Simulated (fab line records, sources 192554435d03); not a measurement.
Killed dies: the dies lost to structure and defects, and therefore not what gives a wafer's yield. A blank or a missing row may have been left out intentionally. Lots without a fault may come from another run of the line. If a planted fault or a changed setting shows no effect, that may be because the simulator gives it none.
Split-lot study :: flow n5-finfet :: route with 1938 steps; 7 lots, 39 wafers read

SPLIT DETAILS
At N5_MOL_CONTACT_COAG_ALD_133 (deposits SiO2, target thk 5 nm, pulse time 1 s, co reactant pulse time 1 s), the setting ald-cycles was moved away from the recipe's 35 on 18 of the 39 wafers read, by -54.3% to +51.4%. The other wafers ran this setting at the recipe's value.

Reading taken at the split's own step.

THE READING
SiO2_of_MOL_CONTACT_COAG_ALD_133.thk-nm (the simulator's own value, which no gauge read), in nm, at N5_MOL_CONTACT_COAG_ALD_133 (deposits SiO2, target thk 5 nm, pulse time 1 s, co reactant pulse time 1 s). No usual value for it is given in the file.

wafer: L075.3
tool, chamber at the split: ald-sin-04, 0,2,1
ald-cycles as run: 35
against the recipe: recipe
SiO2_of_MOL_CONTACT_COAG_ALD_133.thk-nm, nm: 5
against lot-mates on the recipe: -

wafer: L075.4
tool, chamber at the split: ald-sin-04, 0,2,1
ald-cycles as run: 35
against the recipe: recipe
SiO2_of_MOL_CONTACT_COAG_ALD_133.thk-nm, nm: 5
against lot-mates on the recipe: -

wafer: L075.5
tool, chamber at the split: ald-sin-04, 0,2,1
ald-cycles as run: 35
against the recipe: recipe
SiO2_of_MOL_CONTACT_COAG_ALD_133.thk-nm, nm: 5
against lot-mates on the recipe: -

wafer: L077.1
tool, chamber at the split: ald-sin-03, 0,3,3
ald-cycles as run: 35
against the recipe: recipe
SiO2_of_MOL_CONTACT_COAG_ALD_133.thk-nm, nm: 5
against lot-mates on the recipe: -

wafer: L077.2
tool, chamber at the split: ald-sin-03, 0,3,3
ald-cycles as run: 35
against the recipe: recipe
SiO2_of_MOL_CONTACT_COAG_ALD_133.thk-nm, nm: 5
against lot-mates on the recipe: -

wafer: L077.5
tool, chamber at the split: ald-sin-03, 0,3,3
ald-cycles as run: 35
against the recipe: recipe
SiO2_of_MOL_CONTACT_COAG_ALD_133.thk-nm, nm: 5
against lot-mates on the recipe: -

wafer: L077.3
tool, chamber at the split: ald-sin-03, 1,0,1
ald-cycles as run: 27
against the recipe: -22.9%
SiO2_of_MOL_CONTACT_COAG_ALD_133.thk-nm, nm: 3.8
against lot-mates on the recipe: -1.2

wafer: L077.4
tool, chamber at the split: ald-sin-03, 1,0,1
ald-cycles as run: 27
against the recipe: -22.9%
SiO2_of_MOL_CONTACT_COAG_ALD_133.thk-nm, nm: 3.8
against lot-mates on the recipe: -1.2

wafer: L077.6
tool, chamber at the split: ald-sin-03, 1,0,1
ald-cycles as run: 27
against the recipe: -22.9%
SiO2_of_MOL_CONTACT_COAG_ALD_133.thk-nm, nm: 3.8
against lot-mates on the recipe: -1.2

wafer: L081.1
tool, chamber at the split: ald-sin-03, 0,2,1
ald-cycles as run: 35
against the recipe: recipe
SiO2_of_MOL_CONTACT_COAG_ALD_133.thk-nm, nm: 5
against lot-mates on the recipe: -

wafer: L081.4
tool, chamber at the split: ald-sin-03, 0,2,1
ald-cycles as run: 35
against the recipe: recipe
SiO2_of_MOL_CONTACT_COAG_ALD_133.thk-nm, nm: 5
against lot-mates on the recipe: -

wafer: L081.6
tool, chamber at the split: ald-sin-03, 0,2,1
ald-cycles as run: 35
against the recipe: recipe
SiO2_of_MOL_CONTACT_COAG_ALD_133.thk-nm, nm: 5
against lot-mates on the recipe: -

wafer: L081.2
tool, chamber at the split: ald-sin-03, 1,3,0
ald-cycles as run: 53
against the recipe: +51.4%
SiO2_of_MOL_CONTACT_COAG_ALD_133.thk-nm, nm: 7.6
against lot-mates on the recipe: +2.6

wafer: L081.3
tool, chamber at the split: ald-sin-03, 1,3,0
ald-cycles as run: 53
against the recipe: +51.4%
SiO2_of_MOL_CONTACT_COAG_ALD_133.thk-nm, nm: 7.6
against lot-mates on the recipe: +2.6

wafer: L081.5
tool, chamber at the split: ald-sin-03, 1,3,0
ald-cycles as run: 53
against the recipe: +51.4%
SiO2_of_MOL_CONTACT_COAG_ALD_133.thk-nm, nm: 7.6
against lot-mates on the recipe: +2.6

wafer: L090.1
tool, chamber at the split: ald-sin-01, 2,0,3
ald-cycles as run: 27
against the recipe: -22.9%
SiO2_of_MOL_CONTACT_COAG_ALD_133.thk-nm, nm: 3.8
against lot-mates on the recipe: -1.2

wafer: L090.3
tool, chamber at the split: ald-sin-01, 2,0,3
ald-cycles as run: 27
against the recipe: -22.9%
SiO2_of_MOL_CONTACT_COAG_ALD_133.thk-nm, nm: 3.8
against lot-mates on the recipe: -1.2

wafer: L090.4
tool, chamber at the split: ald-sin-01, 2,0,3
ald-cycles as run: 27
against the recipe: -22.9%
SiO2_of_MOL_CONTACT_COAG_ALD_133.thk-nm, nm: 3.8
against lot-mates on the recipe: -1.2

wafer: L090.2
tool, chamber at the split: ald-sin-01, 1,2,1
ald-cycles as run: 35
against the recipe: recipe
SiO2_of_MOL_CONTACT_COAG_ALD_133.thk-nm, nm: 5
against lot-mates on the recipe: -

wafer: L090.5
tool, chamber at the split: ald-sin-01, 1,2,1
ald-cycles as run: 35
against the recipe: recipe
SiO2_of_MOL_CONTACT_COAG_ALD_133.thk-nm, nm: 5
against lot-mates on the recipe: -

wafer: L090.6
tool, chamber at the split: ald-sin-01, 1,2,1
ald-cycles as run: 35
against the recipe: recipe
SiO2_of_MOL_CONTACT_COAG_ALD_133.thk-nm, nm: 5
against lot-mates on the recipe: -

wafer: L091.1
tool, chamber at the split: ald-sin-04, 1,3,0
ald-cycles as run: 35
against the recipe: recipe
SiO2_of_MOL_CONTACT_COAG_ALD_133.thk-nm, nm: 5
against lot-mates on the recipe: -

wafer: L091.3
tool, chamber at the split: ald-sin-04, 1,3,0
ald-cycles as run: 35
against the recipe: recipe
SiO2_of_MOL_CONTACT_COAG_ALD_133.thk-nm, nm: 5
against lot-mates on the recipe: -

wafer: L091.4
tool, chamber at the split: ald-sin-04, 1,3,0
ald-cycles as run: 35
against the recipe: recipe
SiO2_of_MOL_CONTACT_COAG_ALD_133.thk-nm, nm: 5
against lot-mates on the recipe: -

wafer: L091.2
tool, chamber at the split: ald-sin-04, 2,1,0
ald-cycles as run: 23
against the recipe: -34.3%
SiO2_of_MOL_CONTACT_COAG_ALD_133.thk-nm, nm: 3.4
against lot-mates on the recipe: -1.6

wafer: L091.5
tool, chamber at the split: ald-sin-04, 2,1,0
ald-cycles as run: 23
against the recipe: -34.3%
SiO2_of_MOL_CONTACT_COAG_ALD_133.thk-nm, nm: 3.4
against lot-mates on the recipe: -1.6

wafer: L091.6
tool, chamber at the split: ald-sin-04, 2,1,0
ald-cycles as run: 23
against the recipe: -34.3%
SiO2_of_MOL_CONTACT_COAG_ALD_133.thk-nm, nm: 3.4
against lot-mates on the recipe: -1.6

wafer: L092.1
tool, chamber at the split: ald-sin-03, 2,1,0
ald-cycles as run: 40
against the recipe: +14.3%
SiO2_of_MOL_CONTACT_COAG_ALD_133.thk-nm, nm: 5.6
against lot-mates on the recipe: +0.6

wafer: L092.3
tool, chamber at the split: ald-sin-03, 2,1,0
ald-cycles as run: 40
against the recipe: +14.3%
SiO2_of_MOL_CONTACT_COAG_ALD_133.thk-nm, nm: 5.6
against lot-mates on the recipe: +0.6

wafer: L092.4
tool, chamber at the split: ald-sin-03, 2,1,0
ald-cycles as run: 40
against the recipe: +14.3%
SiO2_of_MOL_CONTACT_COAG_ALD_133.thk-nm, nm: 5.6
against lot-mates on the recipe: +0.6

wafer: L092.2
tool, chamber at the split: ald-sin-03, 3,0,1
ald-cycles as run: 35
against the recipe: recipe
SiO2_of_MOL_CONTACT_COAG_ALD_133.thk-nm, nm: 5
against lot-mates on the recipe: -

wafer: L092.5
tool, chamber at the split: ald-sin-03, 3,0,1
ald-cycles as run: 35
against the recipe: recipe
SiO2_of_MOL_CONTACT_COAG_ALD_133.thk-nm, nm: 5
against lot-mates on the recipe: -

wafer: L092.6
tool, chamber at the split: ald-sin-03, 3,0,1
ald-cycles as run: 35
against the recipe: recipe
SiO2_of_MOL_CONTACT_COAG_ALD_133.thk-nm, nm: 5
against lot-mates on the recipe: -

wafer: L097.1
tool, chamber at the split: ald-sin-04, 3,3,2
ald-cycles as run: 16
against the recipe: -54.3%
SiO2_of_MOL_CONTACT_COAG_ALD_133.thk-nm, nm: 2.4
against lot-mates on the recipe: -2.6

wafer: L097.5
tool, chamber at the split: ald-sin-04, 3,3,2
ald-cycles as run: 16
against the recipe: -54.3%
SiO2_of_MOL_CONTACT_COAG_ALD_133.thk-nm, nm: 2.4
against lot-mates on the recipe: -2.6

wafer: L097.6
tool, chamber at the split: ald-sin-04, 3,3,2
ald-cycles as run: 16
against the recipe: -54.3%
SiO2_of_MOL_CONTACT_COAG_ALD_133.thk-nm, nm: 2.4
against lot-mates on the recipe: -2.6

wafer: L097.2
tool, chamber at the split: ald-sin-04, 1,0,2
ald-cycles as run: 35
against the recipe: recipe
SiO2_of_MOL_CONTACT_COAG_ALD_133.thk-nm, nm: 5
against lot-mates on the recipe: -

wafer: L097.3
tool, chamber at the split: ald-sin-04, 1,0,2
ald-cycles as run: 35
against the recipe: recipe
SiO2_of_MOL_CONTACT_COAG_ALD_133.thk-nm, nm: 5
against lot-mates on the recipe: -

wafer: L097.4
tool, chamber at the split: ald-sin-04, 1,0,2
ald-cycles as run: 35
against the recipe: recipe
SiO2_of_MOL_CONTACT_COAG_ALD_133.thk-nm, nm: 5
against lot-mates on the recipe: -
If several chambers appear in one row, that row covers several wafers at once and the file leaves open which wafer was in which chamber.

FIT RESULTS
A straight line over all 39 wafers: SiO2_of_MOL_CONTACT_COAG_ALD_133.thk-nm changes by +0.049 nm for each +1% of ald-cycles; r = +1.00; the points scatter about the line by 0.056 nm.
The same after taking each lot's own level away (the mean of its wafers on the recipe; 39 wafers): +0.049 nm for each +1%; r = +1.00; scatter 0.056 nm.
That fit puts the effect of the largest move of ald-cycles on the reading at 2.7 nm.
The lots' own levels span 5.00 to 5.00 nm.
The two slopes are in agreement: the lot-to-lot level therefore moves the slope only a little.
Check: with one of the wafers moved furthest among these (-54.3%) left out of the fit, the line predicts -2.67 nm for it against its lot-mates. It came out at -2.6 nm against them.

OTHER SPLITS APPLIED TO THESE WAFERS
Before the reading, these wafers also passed through other splits. Each is held against what the fit with the lots' levels taken away leaves over:
other split on the same wafers: N5_FIN_SAQP_PECVD_06 time-s
wafers away from the commonest value: 12
r with SiO2_of_MOL_CONTACT_COAG_ALD_133.thk-nm (lot level and that fit taken away): -0.02

other split on the same wafers: N5_SD_EPI_N_ETCH_45 target-depth-a
wafers away from the commonest value: 15
r with SiO2_of_MOL_CONTACT_COAG_ALD_133.thk-nm (lot level and that fit taken away): +0.37

other split on the same wafers: N5_HKMG_FIN_DEVELOP_11 develop-time-s
wafers away from the commonest value: 12
r with SiO2_of_MOL_CONTACT_COAG_ALD_133.thk-nm (lot level and that fit taken away): +0.11

other split on the same wafers: N5_GATE_CUT_DESCUM_18 time-s
wafers away from the commonest value: 6
r with SiO2_of_MOL_CONTACT_COAG_ALD_133.thk-nm (lot level and that fit taken away): -0.05

FILE'S OWN FIT
SiO2_of_MOL_CONTACT_COAG_ALD_133.thk-nm changes by +0.049 nm for each +1% of ald-cycles, r = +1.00.
